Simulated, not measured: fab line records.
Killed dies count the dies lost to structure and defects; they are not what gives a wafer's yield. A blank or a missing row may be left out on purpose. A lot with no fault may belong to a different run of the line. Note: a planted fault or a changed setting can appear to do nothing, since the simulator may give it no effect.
Comparing a struck lot with a sound one ; flow nand_harc ; 32 steps out of a route of 1159
Sound: these wafers, L123.1, L123.3, L123.5. Wafers struck: L132.3, L132.4, L132.6. The cause is named last.
Per side, at each step with rows, come the tool, then ch with its chambers, and then its first start. Under that, the readings that differ: sound wafers ; struck wafers ; difference of the means ; sigmas: that difference in standard deviations of wafers without a fault.
alike: readings with means less than 2 such deviations apart, plus words and numbers identical on both sides. not compared: withheld readings, readings lacking a value on some wafer, bounds such as >300 that could conceal the same value, and numbers that have no deviation in the record and whose values overlap.
Wherever a step has rows on one side only, a row that says differs or no value, or a row with sigmas, the two part there. Numbers that don't overlap but have no deviation are shown without sigmas and don't part them. A reading that every wafer of one side lacks parts them only if that side has two wafers or more.

first, 5 steps without rows for these wafers: NHARC_A_ONON_D1_DEP_19 (target thk 1000 nm); NHARC_A_ONON_D1_DEP_22 (target thk 1000 nm); NHARC_A_ONON_D1_DEP_25 (target thk 1000 nm); NHARC_A_ONON_D1_DEP_28 (target thk 1000 nm); NHARC_A_ONON_D1_DEP_33 (deposits SiO2, target thk 200 nm).
NHARC_A_CHANNEL_HOLE_D1_DEP_00: deposits aC, target thk 3100 nm.
  sound on acl_dep-01 ch 0, day 10 09:08; struck on acl_dep-02 ch 0, day 13 04:04
  alike: throttle_valve_pct
then, 25 steps without rows for these wafers: NHARC_A_CHANNEL_HOLE_D1_DEP_01 (deposits SiON, target thk 140 nm); NHARC_A_CHANNEL_HOLE_D1_DEHYDRATE_02 (time 120 s); NHARC_A_CHANNEL_HOLE_D1_HMDS_03 (time 30 s); NHARC_A_CHANNEL_HOLE_D1_COAT_36 (time 75 s); NHARC_A_CHANNEL_HOLE_D1_COAT_37 (time 65 s); NHARC_A_CHANNEL_HOLE_D1_COAT_04 (resist thk 90 nm); NHARC_A_CHANNEL_HOLE_D1_SOFTBAKE_05 (time 55 s); NHARC_A_CHANNEL_HOLE_D1_EBR_06; NHARC_A_CHANNEL_HOLE_D1_EXPOSE_07 (exposes mask HOLE D1, target cd 100 nm); NHARC_A_CHANNEL_HOLE_D1_PEB_08 (peb time 65 s); NHARC_A_CHANNEL_HOLE_D1_DEVELOP_09 (develop time 35 s); NHARC_A_CHANNEL_HOLE_D1_DESCUM_15 (chemistry O2, time 3 s); NHARC_A_CHANNEL_HOLE_D1_ETCH_38 (etches the open film in CF4, target depth 39 nm, time 65 s); NHARC_A_CHANNEL_HOLE_D1_ETCH_39 (etches the open film in N2/H2, target depth 260 nm, time 325 s); NHARC_A_CHANNEL_HOLE_D1_ETCH_34 (etches the open film in CF4/CHF3, target depth 154 nm, time 77 s); NHARC_A_CHANNEL_HOLE_D1_ETCH_16 (etches the open film in O2/COS, target depth 3100 nm, time 806 s); NHARC_A_CHANNEL_HOLE_D1_ETCH_19 (etches the open film in C4F8/O2/Ar, time 34.5 s); NHARC_A_CHANNEL_HOLE_D1_ETCH_20 (etches the open film in C4F8/O2/Ar, time 361.9 s, target depth 1600 nm); NHARC_A_CHANNEL_HOLE_D1_ETCH_21 (etches the open film in C4F8/O2/Ar, time 514.3 s, target depth 1600 nm); NHARC_A_CHANNEL_HOLE_D1_ETCH_22 (etches the open film in C4F8/O2/Ar, time 666.7 s, target depth 1600 nm); NHARC_A_CHANNEL_HOLE_D1_ETCH_23 (etches the open film in C4F8/O2/Ar, time 819 s, target depth 1600 nm); NHARC_A_CHANNEL_HOLE_D1_ETCH_24 (etches the open film in C4F8/O2/Ar, time 906.2 s, target depth 1500 nm); NHARC_A_CHANNEL_HOLE_D1_ETCH_25 (etches the open film in C4F8/O2/Ar, time 1040.2 s, target depth 1500 nm); NHARC_A_CHANNEL_HOLE_D1_ETCH_26 (etches the open film in C4F8/O2/Ar, time 224.1 s, target depth 300 nm); NHARC_A_CHANNEL_HOLE_D1_ETCH_33 (etches the open film in C4F8/O2/Ar, time 90 s, target depth 400 nm).
-- record jumps: 12 days between struck wafers' starts before vs after; left off in module A_CHANNEL_HOLE_D1, resumes in module END, first step shown is number 1159 of the route --
NHARC_END_SORT_01:
  at this point the record logs the struck wafers (prober-02 ch 0, day 24 16:09) and has no rows for the sound ones

WHERE THEY PART
Only at NHARC_END_SORT_01, as far as this record shows.

WHY: the cause the simulator had injected
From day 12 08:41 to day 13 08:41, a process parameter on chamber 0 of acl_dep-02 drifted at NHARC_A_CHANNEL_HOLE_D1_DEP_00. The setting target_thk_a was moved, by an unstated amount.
